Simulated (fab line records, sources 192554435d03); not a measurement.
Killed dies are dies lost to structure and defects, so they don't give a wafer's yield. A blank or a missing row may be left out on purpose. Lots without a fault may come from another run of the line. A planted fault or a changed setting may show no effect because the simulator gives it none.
Chamber matching | flow n5_finfet | N5_SD_EPI_P_ETCH_47 on rie_diel-01: 4 sister chambers
The step etches SiOCN in CH3F/O2, target depth 25 nm. 4 wafers are shown with their chamber, then 8 later ones without.

WAFERS WITH THEIR CHAMBER
wafer  | chamber | showerhead_plenum_p_Torr (Torr)
L082.2 | 0       | 2.09
L084.2 | 3       | 1.97
L084.5 | 1       | 1.97
L087.1 | 2       | 2.02

WAFERS WITHOUT THEIR CHAMBER
wafer  | showerhead_plenum_p_Torr (Torr)
L087.3 | 1.97
L087.6 | 2.02
L088.1 | 2.02
L088.3 | 1.97
L088.5 | 2.02
L091.2 | 2.09
L091.3 | 2.02
L091.4 | 1.96

WHICH CHAMBER EACH WENT THROUGH
wafer  | from the rows above     | in truth
L087.3 | can't be placed: 1 or 3 | 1
L087.6 | 2                       | 2
L088.1 | 2                       | 2
L088.3 | can't be placed: 1 or 3 | 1
L088.5 | 2                       | 2
L091.2 | 0                       | 0
L091.3 | 2                       | 2
L091.4 | can't be placed: 1 or 3 | 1
Placed correctly: 5 of 8. Can't be placed from these rows: 3 (the true chamber is among the candidates in 3). Placed wrongly: 0.
How it was worked out, from the rows above alone: a wafer's distance from a chamber is the root of the sum, over the readings, of the square of ((its reading less the chamber's mean) divided by the reading's scatter). The wafer belongs to the nearest chamber; if the next one is less than 2 further off, it can't be placed. A chamber's mean is the mean of its shown wafers. The scatter: with one shown wafer a chamber, the root of the mean of the squares of how far each hidden wafer lies from its nearest shown one.
